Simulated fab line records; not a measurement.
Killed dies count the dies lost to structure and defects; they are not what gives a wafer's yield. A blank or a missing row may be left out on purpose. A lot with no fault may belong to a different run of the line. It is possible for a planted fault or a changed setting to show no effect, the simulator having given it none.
What tool caused it? | flow n5 finfet | 28 wafers from 10 lots sampled at 6 of the route's 1938 steps

## WHAT THE GAUGES READ, wafer by wafer
N5_BEOL_M4_RC_MEAS_101.
lot  | measured     | on        | DIBL_N (mV/V)
L132 | day 8 15:54  | prober-02 | 34.8 35.0 33.1
L134 | day 9 06:27  | prober-02 | 34.7 31.1 35.3
L135 | day 9 08:56  | prober-02 | 39.0 32.9 37.2
L138 | day 10 10:59 | prober-01 | 35.8 36.6 36.7
L142 | day 11 11:31 | prober-02 | 34.3 39.5 32.7
L145 | day 11 15:41 | prober-01 | 32.9 36.4
L146 | day 11 21:07 | prober-02 | 33.9 38.2
L148 | day 12 05:58 | prober-01 | 33.1 32.3 33.5
L152 | day 13 15:49 | prober-01 | 40.6 38.2 36.6
L154 | day 14 14:02 | prober-02 | 38.0 36.1 36.0

## WHAT TOOL EACH LOT RAN ON (gives the tool, then ch and the chambers of the sampled wafers, and finally the start)
lot  | N5_BEOL_M1_SPUTTER_86        | N5_BEOL_M1_ANNEAL_91         | N5_BEOL_M1_ECD_50              | N5_BEOL_M1_CMP_52            | N5_BEOL_M1_CO_CAP_55
L132 | pvd sputter-03, day 6 18:55  | pvd sputter-03, day 6 19:26  | ecd cu-02 ch 0,1, day 6 20:10  | cmp-04 ch 0,2, day 6 20:31   | cvd co-02 ch 0,1,2, day 6 20:53
L134 | pvd sputter-02, day 7 07:44  | pvd sputter-02, day 7 08:15  | ecd cu-02 ch 0,1, day 7 08:57  | cmp-04 ch 0,3, day 7 09:20   | cvd co-02 ch 0,1,2, day 7 09:42
L135 | pvd sputter-01, day 7 13:38  | pvd sputter-01, day 7 14:09  | ecd cu-02 ch 0,1, day 7 14:51  | cmp-03 ch 0,3, day 7 15:16   | cvd co-02 ch 0,1,2, day 7 15:36
L138 | pvd sputter-03, day 8 12:51  | pvd sputter-03, day 8 13:22  | ecd cu-02 ch 0,1, day 8 14:04  | cmp-02 ch 1,2,3, day 8 14:27 | cvd co-01 ch 0,2, day 8 14:50
L142 | pvd sputter-02, day 9 14:56  | pvd sputter-02, day 9 15:27  | ecd cu-02 ch 0,1, day 9 16:10  | cmp-04 ch 0,2,3, day 9 16:36 | cvd co-02 ch 0,1,2, day 9 16:54
L145 | pvd sputter-03, day 10 05:34 | pvd sputter-03, day 10 06:05 | ecd cu-02 ch 0,1, day 10 06:48 | cmp-02 ch 3, day 10 07:12    | cvd co-02 ch 0,1, day 10 07:32
L146 | pvd sputter-02, day 10 10:22 | pvd sputter-02, day 10 10:53 | ecd cu-02 ch 0,1, day 10 11:37 | cmp-02 ch 0, day 10 11:58    | cvd co-02 ch 1,2, day 10 12:22
L148 | pvd sputter-01, day 10 15:32 | pvd sputter-01, day 10 16:03 | ecd cu-01 ch 0,1, day 10 16:45 | cmp-04 ch 1,2, day 10 17:07  | cvd co-02 ch 1,2, day 10 17:30
L152 | pvd sputter-01, day 11 16:02 | pvd sputter-01, day 11 16:33 | ecd cu-01 ch 0,1, day 11 17:15 | cmp-03 ch 0,1, day 11 17:37  | cvd co-01 ch 0,2, day 11 17:59
L154 | pvd sputter-02, day 12 07:02 | pvd sputter-02, day 12 07:33 | ecd cu-01 ch 0,1, day 12 08:15 | cmp-02 ch 2,3, day 12 08:38  | cvd co-01 ch 0,2, day 12 09:01
- N5_BEOL_M1_SPUTTER_86: material Cu, target thk 4.5 nm, time 8.29 s.
- N5_BEOL_M1_ANNEAL_91: time 240 s.
- N5_BEOL_M1_ECD_50: material Cu, target thk 300 nm.
- N5_BEOL_M1_CMP_52: polishes, stops on SiOC, t overpolish 6.8 s, target thk 40 nm.
- N5_BEOL_M1_CO_CAP_55: material Co, precursor CCTBA/H2, target thk 2 nm, time 102.1 s.

## THE ANSWER, worked out from the rows above alone
Rule: the lots themselves supply what counts as usual. Put in order of their means at a reading, lots are off if they are a third of the lots or fewer, leave a main group of 4 or more, and stand apart from it by a gap of 3 or more times the standard deviation of the main group's means; of several such gaps the widest counts. The tables above print the reading to a certain number of digits; a main group whose means all agree to those digits is not used. Also off: a lot with no number at a reading for which 4 or more lots have one. Any other lot the step has rows for is counted as sound.
None of the lots is off at any reading shown; this tells nothing.

## WHAT THE SIMULATOR HAD PUT IN
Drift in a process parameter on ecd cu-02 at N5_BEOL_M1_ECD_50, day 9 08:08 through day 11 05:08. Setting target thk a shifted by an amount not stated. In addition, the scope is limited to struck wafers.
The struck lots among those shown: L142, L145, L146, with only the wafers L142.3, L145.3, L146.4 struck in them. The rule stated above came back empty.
